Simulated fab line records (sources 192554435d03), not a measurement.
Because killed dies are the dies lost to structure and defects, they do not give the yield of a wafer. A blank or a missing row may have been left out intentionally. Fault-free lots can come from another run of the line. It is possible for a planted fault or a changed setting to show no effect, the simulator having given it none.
Split-lot experiment	flow n5-finfet	7 lots, 21 wafers read, on a route of 1938 steps

== SPLIT DETAILS ==
At N5_BEOL_M0_SAQP_PECVD_04 (deposits a-Si from SiH4/He, target thk 60 nm, time 60.2 s), the setting time-s was moved away from the recipe's 60.2 s on 8 of the 21 wafers read, by -13.2% to +12.5%. All remaining wafers had this setting at the recipe value.

== FROM THE SPLIT ON TO THE READING: in between, the file shows 1 step ==
- N5_BEOL_M0_SAQP_THK_MEAS_05

== THE READING ==
oes-product-au, in a.u., at N5_BEOL_M0_SAQP_MANDREL_ETCH_20 (etches a-Si in HBr/Cl2, stops on SiNx, target depth 60 nm, bt time 10 s, time 30 s). Fault-free wafers of this fab line usually give 0.782 a.u., standard deviation 0.015 a.u.

wafer	tool, chamber at the split	time-s as run, s	against the recipe	oes-product-au, a.u.	against lot-mates on the recipe
L077.3	pecvd-02, 1	55.66	-7.5%	0.764	-0.018
L077.4	pecvd-02, 0	60.2	recipe	0.783	-
L077.5	pecvd-02, 2	60.2	recipe	0.782	-
L079.1	pecvd-04, 1	67.71	+12.5%	0.853	+0.060
L079.3	pecvd-04, 0	60.2	recipe	0.786	-
L079.5	pecvd-04, 1	60.2	recipe	0.799	-
L080.2	pecvd-01, 0	60.2	recipe	0.756	-
L080.5	pecvd-01, 2	60.2	recipe	0.801	-
L080.6	pecvd-01, 1	52.28	-13.2%	0.719	-0.059
L085.1	pecvd-04, 0	60.2	recipe	0.776	-
L085.5	pecvd-04, 0,2	53.77	-10.7%	0.745	-0.031
L085.6	pecvd-04, 0,2	53.77	-10.7%	0.752	-0.024
L088.2	pecvd-04, 0	54.95	-8.7%	0.742	-0.021
L088.3	pecvd-04, 2	60.2	recipe	0.763	-
L088.6	pecvd-04, 0	54.95	-8.7%	0.733	-0.030
L092.1	pecvd-01, 2	60.2	recipe	0.786	-
L092.2	pecvd-01, 0	60.2	recipe	0.764	-
L092.3	pecvd-01, 1	52.47	-12.8%	0.692	-0.083
L095.1	pecvd-02, 1,2	60.2	recipe	0.808	-
L095.3	pecvd-02, 1,2	60.2	recipe	0.791	-
L095.6	pecvd-02, 1	60.2	recipe	0.813	-
If several chambers appear in one row, that row covers several wafers at once and the file leaves open which wafer was in which chamber.

FIT RESULTS
A straight line over all 21 wafers: oes-product-au changes by +0.00511 a.u. for each +1% of time-s; r = +0.89; the points scatter about the line by 0.017 a.u.
The same after taking each lot's own level away (the mean of its wafers on the recipe; 21 wafers): +0.00419 a.u. for each +1%; r = +0.89; scatter 0.014 a.u.
According to that fit, moving time-s by its largest amount changes the reading by 0.055 a.u.
From 0.7630 to 0.8040 a.u.: that is the span of the lots' own levels, equal to 2.7 times the standard deviation above.
Thus the slope moves with the lot-to-lot level: the two fits are different.
Check: for one of the wafers moved furthest among these (-13.2%), held out of the fit, the line's prediction against its lot-mates is -0.0515 a.u. It came out at -0.0595 a.u. against them.

== OTHER SPLITS ON THESE WAFERS ==
Note: prior to the reading, these wafers also went through further splits. Each is held against what the fit with the lots' levels taken away leaves over:
other split on the same wafers	wafers away from the commonest value	r with oes-product-au (lot level and that fit taken away)
N5_BEOL_M0_SAQP_HM_DEP_02 target-thk-a	9	-0.26

== THE WHOLE CHAIN: every reading that the file lists as answering this split, in the file's order ==
step	what it does	reading	change (the file's fit)	r (the file's)
N5_BEOL_M0_SAQP_PECVD_04	deposits a-Si from SiH4/He, target thk 60 nm, time 60.2 s	a-Si_of_BEOL_M0_SAQP_PECVD_04.thk-nm (the simulator's own value, which no gauge read)	+0.548 nm for each +1% of the setting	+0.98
N5_BEOL_M0_SAQP_THK_MEAS_05		thk-nm	withheld for each +1% of the setting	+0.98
N5_BEOL_M0_SAQP_MANDREL_ETCH_20	etches a-Si in HBr/Cl2, stops on SiNx, target depth 60 nm, bt time 10 s, time 30 s	oes-product-au	+0.00439 a.u. for each +1% of the setting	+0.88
N5_BEOL_M0_SAQP_MANDREL_ETCH_20	etches a-Si in HBr/Cl2, stops on SiNx, target depth 60 nm, bt time 10 s, time 30 s	etch.depth-nm (the simulator's own value, which no gauge read)	+0.549 nm for each +1% of the setting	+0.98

== FILE'S OWN FIT ==
oes-product-au changes by +0.00439 a.u. for each +1% of time-s, r = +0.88.
